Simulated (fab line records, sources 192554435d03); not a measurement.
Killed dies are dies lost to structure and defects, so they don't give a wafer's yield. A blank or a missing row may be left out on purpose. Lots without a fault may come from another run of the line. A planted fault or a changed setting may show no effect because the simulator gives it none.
Which tool did it? | flow n5_finfet | 14 lots, 42 wafers sampled, at 7 steps of a route of 1938

WHAT THE GAUGES READ, wafer by wafer
N5_BEOL_M2_CD_MEAS_11: target cd 16.79 nm. Usual: cd_nm 16.75 nm, standard deviation 0.23.
lot  | measured     | on        | cd_nm (nm)        | flag
L179 | day 6 10:17  | cd_sem-01 | 16.82 16.84 16.80 |
L183 | day 7 21:32  | cd_sem-03 | 16.66 16.56 16.71 |
L185 | day 8 13:10  | cd_sem-02 | 16.78 16.89 17.07 |
L186 | day 8 13:53  | cd_sem-01 | 16.67 16.98 17.02 |
L187 | day 8 17:33  | cd_sem-01 | 16.51 16.90 16.95 |
L188 | day 8 20:55  | cd_sem-03 | 16.99 17.23 16.77 |
L192 | day 10 01:18 | cd_sem-02 | 16.61 16.63 16.51 |
L193 | day 10 05:07 | cd_sem-02 | 16.75 16.58 16.60 |
L198 | day 11 02:16 | cd_sem-01 | 17.11 17.07 16.83 |
L199 | day 11 14:30 | cd_sem-01 | 16.88 16.98 16.77 |
L200 | day 12 01:23 | cd_sem-02 | 16.44 16.54 16.95 |
L197 | day 12 01:29 | cd_sem-03 | 16.47 16.79 16.69 |
L201 | day 12 04:04 | cd_sem-01 | 17.15 16.78 16.86 |
L202 | day 12 07:28 | cd_sem-02 | 16.91 16.52 16.85 |

N5_BEOL_M2_CD_MEAS_18: pitch 36 nm, target cd 18 nm. Usual: cd_nm 17.91 nm, standard deviation 0.29.
lot  | measured     | on        | cd_nm (nm)        | flag
L179 | day 6 10:55  | cd_sem-03 | 17.90 18.30 17.63 |
L183 | day 7 22:06  | cd_sem-02 | 18.63 17.95 17.87 |
L185 | day 8 13:43  | cd_sem-02 | 17.94 18.12 17.70 |
L186 | day 8 14:36  | cd_sem-03 | 17.94 17.83 18.01 |
L187 | day 8 18:16  | cd_sem-03 | 18.06 17.79 17.13 |
L188 | day 8 21:34  | cd_sem-02 | 17.97 18.13 17.81 |
L192 | day 10 01:52 | cd_sem-01 | - - -             | OFF
L193 | day 10 06:31 | cd_sem-03 | - - -             | OFF
L198 | day 11 03:01 | cd_sem-03 | 18.04 18.40 18.13 |
L199 | day 11 15:04 | cd_sem-02 | 17.85 17.89 17.62 |
L200 | day 12 02:02 | cd_sem-03 | 17.87 17.57 17.82 |
L197 | day 12 02:10 | cd_sem-01 | 18.07 18.46 18.21 |
L201 | day 12 04:52 | cd_sem-03 | 18.07 18.19 18.18 |
L202 | day 12 08:01 | cd_sem-02 | 18.22 17.68 18.23 |

N5_BEOL_M4_RC_MEAS_101. Usual: DIBL_N 36.0 mV/V, standard deviation 2; DIBL_P 36.2 mV/V, standard deviation 2.2; IOFF_N 0.16 nA/um, standard deviation 0.034; IOFF_P 0.21 nA/um, standard deviation 0.04; ION_N 675 uA/um, standard deviation 12; ION_P 463 uA/um, standard deviation 7.2; SS_N 71.6 mV/dec, standard deviation 0.6; SS_P 73.3 mV/dec, standard deviation 0.67; VT_N 250 mV, standard deviation 3; VT_P -251 mV, standard deviation 3.4.
lot  | measured     | on        | DIBL_N (mV/V)  | DIBL_P (mV/V)  | IOFF_N (nA/um) | IOFF_P (nA/um) | ION_N (uA/um) | ION_P (uA/um) | SS_N (mV/dec)  | SS_P (mV/dec)  | VT_N (mV)   | VT_P (mV)      | flag
L179 | day 8 01:43  | prober-02 | 37.7 35.6 35.6 | 36.6 34.6 34.4 | 0.17 0.12 0.14 | 0.21 0.18 0.18 | 670 662 650   | 452 457 451   | 72.3 72.2 71.8 | 74.3 73.1 73.6 | 251 253 250 | -252 -255 -256 |
L183 | day 9 06:21  | prober-02 | 35.2 36.7 34.6 | 35.2 36.1 35.2 | 0.14 0.16 0.13 | 0.18 0.18 0.17 | 681 673 665   | 460 455 461   | 71.1 71.7 70.6 | 73.5 72.3 72.1 | 251 251 250 | -251 -254 -252 |
L185 | day 10 01:47 | prober-02 | 35.0 35.8 33.0 | 36.6 36.6 33.8 | 0.15 0.16 0.13 | 0.19 0.18 0.15 | 669 675 671   | 457 455 454   | 71.6 72.2 70.9 | 72.8 73.2 72.9 | 250 249 252 | -255 -254 -257 |
L186 | day 10 01:41 | prober-01 | 38.6 36.6 37.7 | 39.9 37.6 38.0 | 0.24 0.20 0.22 | 0.29 0.25 0.26 | 697 680 693   | 474 462 470   | 72.4 71.6 72.3 | 74.3 73.6 73.6 | 242 245 245 | -245 -248 -248 |
L187 | day 10 05:44 | prober-01 | 36.0 38.7 37.0 | 34.2 37.7 36.6 | 0.13 0.18 0.14 | 0.16 0.20 0.19 | 669 673 679   | 453 453 460   | 71.8 72.5 72.0 | 73.8 73.7 73.5 | 254 253 252 | -255 -253 -254 |
L188 | day 10 11:44 | prober-01 | 34.5 34.3 34.4 | 35.0 34.6 34.0 | 0.14 0.13 0.13 | 0.21 0.20 0.18 | 673 668 670   | 467 465 460   | 70.8 70.4 71.1 | 72.9 72.5 72.6 | 249 252 252 | -248 -251 -251 |
L198 | day 12 11:17 | prober-02 | 35.3 39.6 34.0 | 36.7 39.8 33.5 | 0.16 0.24 0.14 | 0.24 0.31 0.20 | 681 696 660   | 470 475 460   | 71.8 73.1 71.3 | 73.5 74.0 72.9 | 248 248 251 | -247 -246 -250 |
L199 | day 13 21:14 | prober-02 | 38.0 38.9 38.2 | 38.2 39.1 38.4 | 0.18 0.20 0.18 | 0.23 0.27 0.23 | 675 683 682   | 462 470 469   | 71.4 72.0 72.5 | 74.1 74.2 74.7 | 250 248 248 | -248 -247 -247 |
L200 | day 14 02:49 | prober-02 | 36.8 38.6 34.2 | 36.9 37.4 32.8 | 0.16 0.20 0.13 | 0.20 0.21 0.16 | 672 692 664   | 463 465 452   | 71.1 71.9 71.2 | 73.5 73.9 71.9 | 249 247 252 | -253 -251 -254 |
L197 | day 14 00:33 | prober-01 | 33.4 39.1 38.7 | 32.6 40.0 39.9 | 0.12 0.22 0.21 | 0.18 0.32 0.30 | 668 695 685   | 465 480 468   | 70.8 72.0 72.5 | 72.4 74.7 74.8 | 254 245 247 | -252 -243 -247 |
L201 | day 13 23:46 | prober-01 | 39.8 35.9 35.3 | 39.3 36.6 35.1 | 0.24 0.17 0.15 | 0.29 0.23 0.21 | 696 690 669   | 470 464 467   | 72.4 71.0 71.4 | 74.2 72.5 72.7 | 243 247 251 | -246 -247 -252 |
L202 | day 14 05:08 | prober-01 | 34.0 35.2 35.9 | 33.6 34.5 34.8 | 0.12 0.14 0.15 | 0.18 0.19 0.19 | 669 666 673   | 459 456 456   | 71.1 71.7 71.7 | 73.0 73.5 72.7 | 253 252 250 | -252 -254 -253 |

WHICH TOOL RAN EACH LOT (tool, then ch and the chambers of the sampled wafers, then the start)
lot  | N5_BEOL_M1_SPUTTER_94        | N5_BEOL_M1_SPUTTER_96        | N5_BEOL_M2_ETCH_64                 | N5_BEOL_M2_HM_OPEN_17
L179 | pvd_sputter-03, day 6 06:00  | pvd_sputter-03, day 6 06:13  | rie_diel-02 ch 1,2, day 6 10:29    | rie_metal-03 ch 1, day 6 10:43
L183 | pvd_sputter-02, day 7 17:44  | pvd_sputter-02, day 7 17:58  | rie_diel-01 ch 0,2, day 7 21:44    | rie_metal-03 ch 0,1, day 7 21:56
L185 | pvd_sputter-03, day 8 10:23  | pvd_sputter-03, day 8 10:37  | rie_diel-04 ch 1,2,3, day 8 13:22  | rie_metal-02 ch 0,1, day 8 13:32
L186 | pvd_sputter-02, day 8 11:07  | pvd_sputter-02, day 8 11:20  | rie_diel-02 ch 2,3, day 8 14:14    | rie_metal-01 ch 0,1, day 8 14:25
L187 | pvd_sputter-02, day 8 13:52  | pvd_sputter-02, day 8 14:05  | rie_diel-04 ch 0,1,3, day 8 17:44  | rie_metal-03 ch 0,1, day 8 17:57
L188 | pvd_sputter-01, day 8 16:55  | pvd_sputter-01, day 8 17:08  | rie_diel-04 ch 0,1,3, day 8 21:07  | rie_metal-02 ch 1, day 8 21:21
L192 | pvd_sputter-01, day 9 21:22  | pvd_sputter-01, day 9 21:35  | rie_diel-04 ch 0,1,3, day 10 01:31 | rie_metal-01 ch 0,1, day 10 01:41
L193 | pvd_sputter-03, day 10 02:00 | pvd_sputter-03, day 10 02:13 | rie_diel-01 ch 1,2,3, day 10 06:06 | rie_metal-01 ch 1, day 10 06:17
L198 | pvd_sputter-02, day 11 00:11 | pvd_sputter-02, day 11 00:25 | rie_diel-04 ch 0,1,2, day 11 02:39 | rie_metal-01 ch 0,1, day 11 02:50
L199 | pvd_sputter-02, day 11 10:32 | pvd_sputter-02, day 11 10:45 | rie_diel-04 ch 0,2,3, day 11 14:42 | rie_metal-01 ch 0,1, day 11 14:55
L200 | pvd_sputter-01, day 11 21:45 | pvd_sputter-01, day 11 21:58 | rie_diel-04 ch 0,3, day 12 01:35   | rie_metal-01 ch 0,1, day 12 01:45
L197 | pvd_sputter-03, day 11 22:00 | pvd_sputter-03, day 11 22:13 | rie_diel-02 ch 0,1,2, day 12 01:49 | rie_metal-03 ch 0,1, day 12 01:59
L201 | pvd_sputter-01, day 12 00:25 | pvd_sputter-01, day 12 00:38 | rie_diel-02 ch 1,2, day 12 04:30   | rie_metal-03 ch 0,1, day 12 04:40
L202 | pvd_sputter-01, day 12 05:10 | pvd_sputter-01, day 12 05:23 | rie_diel-04 ch 0,1,2, day 12 07:40 | rie_metal-02 ch 0,1, day 12 07:50
- N5_BEOL_M1_SPUTTER_94: material Cu, target thk 4.5 nm, time 8.29 s.
- N5_BEOL_M1_SPUTTER_96: material Cu, target thk 4.5 nm, time 8.29 s.
- N5_BEOL_M2_ETCH_64: etches SOC in N2/H2, target depth 75 nm, overetch 22.5 nm, time 121.9 s.
- N5_BEOL_M2_HM_OPEN_17: chemistry Cl2/BCl3, target TiN, target depth 20 nm, overetch 6 nm.

WHAT THE TOOLS THEMSELVES READ (means of the sampled wafers that have a number; where no wafer has one, the mark that the record gives instead)
N5_BEOL_M1_SPUTTER_94. Usual: throttle_valve_pct 30.0 %, standard deviation 0.98.
lot  | tool           | throttle_valve_pct (%) | flag
L179 | pvd_sputter-03 | 29.9                   |
L183 | pvd_sputter-02 | 29.8                   |
L185 | pvd_sputter-03 | 29.7                   |
L186 | pvd_sputter-02 | 31.1                   |
L187 | pvd_sputter-02 | 30.0                   |
L188 | pvd_sputter-01 | 30.5                   |
L192 | pvd_sputter-01 | 30.6                   |
L193 | pvd_sputter-03 | 29.3                   |
L198 | pvd_sputter-02 | 29.8                   |
L199 | pvd_sputter-02 | 30.9                   |
L200 | pvd_sputter-01 | 30.8                   |
L197 | pvd_sputter-03 | 28.5                   |
L201 | pvd_sputter-01 | 31.1                   |
L202 | pvd_sputter-01 | 30.0                   |

N5_BEOL_M1_SPUTTER_96. Usual: throttle_valve_pct 30.0 %, standard deviation 0.93.
lot  | tool           | throttle_valve_pct (%) | flag
L179 | pvd_sputter-03 | 30.0                   |
L183 | pvd_sputter-02 | 29.6                   |
L185 | pvd_sputter-03 | 29.8                   |
L186 | pvd_sputter-02 | 31.0                   |
L187 | pvd_sputter-02 | 30.2                   |
L188 | pvd_sputter-01 | 30.6                   |
L192 | pvd_sputter-01 | 30.6                   |
L193 | pvd_sputter-03 | 29.5                   |
L198 | pvd_sputter-02 | 29.9                   |
L199 | pvd_sputter-02 | 30.6                   |
L200 | pvd_sputter-01 | 30.7                   |
L197 | pvd_sputter-03 | 28.6                   |
L201 | pvd_sputter-01 | 31.0                   |
L202 | pvd_sputter-01 | 30.1                   |

N5_BEOL_M2_ETCH_64. Usual: bias_w 150.0 W, standard deviation 0.46; chamber_pressure_mTorr 29.998 mTorr, standard deviation 0.028; drypump_motor_current_A 5.7 A, standard deviation 0.46; oes_product_au 0.61 a.u., standard deviation 0.045; rf_vpp_V 523.1 V, standard deviation 2.3; showerhead_plenum_p_Torr 2.52 Torr, standard deviation 0.077; temp_c 40.02 C, standard deviation 0.12; throttle_valve_pct 17.77 %, standard deviation 0.22.
lot  | tool        | bias_w (W) | chamber_pressure_mTorr (mTorr) | drypump_motor_current_A (A) | oes_product_au (a.u.) | rf_vpp_V (V) | showerhead_plenum_p_Torr (Torr) | temp_c (C) | throttle_valve_pct (%) | flag
L179 | rie_diel-02 | 149.9      | 29.994                         | 6.0                         | 0.62                  | 521.6        | 2.45                            | 40.11      | 17.86                  |
L183 | rie_diel-01 | 150.1      | 30.017                         | 5.8                         | 0.60                  | 523.2        | 2.53                            | 40.02      | 17.83                  |
L185 | rie_diel-04 | 150.3      | 30.010                         | 5.2                         | 0.63                  | 523.6        | 2.54                            | 40.12      | 17.73                  |
L186 | rie_diel-02 | 150.3      | 30.016                         | 5.8                         | 0.63                  | 524.2        | 2.55                            | 39.97      | 17.95                  |
L187 | rie_diel-04 | 150.3      | 30.017                         | 5.7                         | 0.63                  | 522.2        | 2.50                            | 39.97      | 17.76                  |
L188 | rie_diel-04 | 150.2      | 29.992                         | 5.7                         | 0.62                  | 522.4        | 2.50                            | 39.93      | 17.77                  |
L192 | rie_diel-04 | -          | -                              | -                           | -                     | -            | -                               | -          | -                      | OFF
L193 | rie_diel-01 | -          | -                              | -                           | -                     | -            | -                               | -          | -                      | OFF
L198 | rie_diel-04 | 149.8      | 30.001                         | 5.4                         | 0.62                  | 521.2        | 2.50                            | 39.98      | 17.78                  |
L199 | rie_diel-04 | 150.0      | 29.978                         | 5.4                         | 0.63                  | 524.0        | 2.53                            | 40.12      | 17.63                  |
L200 | rie_diel-04 | 149.5      | 29.994                         | 5.7                         | 0.62                  | 523.0        | 2.52                            | 40.08      | 17.65                  |
L197 | rie_diel-02 | 149.7      | 30.015                         | 5.7                         | 0.57                  | 522.1        | 2.47                            | 40.01      | 18.01                  |
L201 | rie_diel-02 | 149.7      | 30.017                         | 5.9                         | 0.61                  | 522.2        | 2.46                            | 40.11      | 18.09                  |
L202 | rie_diel-04 | 149.7      | 30.004                         | 5.4                         | 0.61                  | 522.5        | 2.49                            | 40.15      | 17.80                  |

N5_BEOL_M2_HM_OPEN_17. Usual: bcl3_flow_sccm 21.75 sccm, standard deviation 0.057; drypump_motor_current_A 5.8 A, standard deviation 0.35; oes_product_au 0.68 a.u., standard deviation 0.084; throttle_valve_pct 22.13 %, standard deviation 0.16.
lot  | tool         | bcl3_flow_sccm (sccm) | drypump_motor_current_A (A) | oes_product_au (a.u.) | throttle_valve_pct (%) | flag
L179 | rie_metal-03 | 21.73                 | 5.4                         | 0.73                  | 22.00                  |
L183 | rie_metal-03 | 21.77                 | 5.4                         | 0.74                  | 22.09                  |
L185 | rie_metal-02 | 21.74                 | 6.1                         | 0.52                  | 22.23                  |
L186 | rie_metal-01 | 21.78                 | 6.1                         | 0.67                  | 22.02                  |
L187 | rie_metal-03 | 21.77                 | 5.4                         | 0.75                  | 22.17                  |
L188 | rie_metal-02 | 21.72                 | 5.9                         | 0.53                  | 22.43                  |
L192 | rie_metal-01 | 21.81                 | 6.1                         | 0.29                  | 22.68                  | OFF
L193 | rie_metal-01 | 21.80                 | 5.7                         | 0.29                  | 22.89                  | OFF
L198 | rie_metal-01 | 21.79                 | 6.1                         | 0.65                  | 22.04                  |
L199 | rie_metal-01 | 21.74                 | 6.1                         | 0.65                  | 22.04                  |
L200 | rie_metal-01 | 21.80                 | 6.1                         | 0.64                  | 22.04                  |
L197 | rie_metal-03 | 21.73                 | 5.4                         | 0.70                  | 22.12                  |
L201 | rie_metal-03 | 21.69                 | 5.4                         | 0.70                  | 22.11                  |
L202 | rie_metal-02 | 21.73                 | 6.1                         | 0.83                  | 21.98                  |

THE ANSWER, worked out from the rows above alone
Rule: a lot is off if the mean of its wafers that have a number lies more than 3 standard deviations from the usual mean. A lot without any number at a reading at which 4 lots or more have one is off too. The other lots that the step has rows for count as sound. The gauges are gone through in route order, then the tools' own readings, and for those a lot's mean is taken as printed above. The first step at which some lot is off is used, and at that step the reading that is off furthest; a lot without a number counts as furthest.
Off: L192, L193, at N5_BEOL_M2_CD_MEAS_18 (cd_nm). Without a number there: L192, L193.
A tool fits if, at a process step before that reading, it ran every lot that is off, and no sound lot after the first of them. The gauges at N5_BEOL_M2_CD_MEAS_18 aren't tried: what is off there is off at N5_BEOL_M2_ETCH_64 too, on other tools, and a gauge's error can't cause that. None of those tried fits.

WHAT THE SIMULATOR HAD PUT IN
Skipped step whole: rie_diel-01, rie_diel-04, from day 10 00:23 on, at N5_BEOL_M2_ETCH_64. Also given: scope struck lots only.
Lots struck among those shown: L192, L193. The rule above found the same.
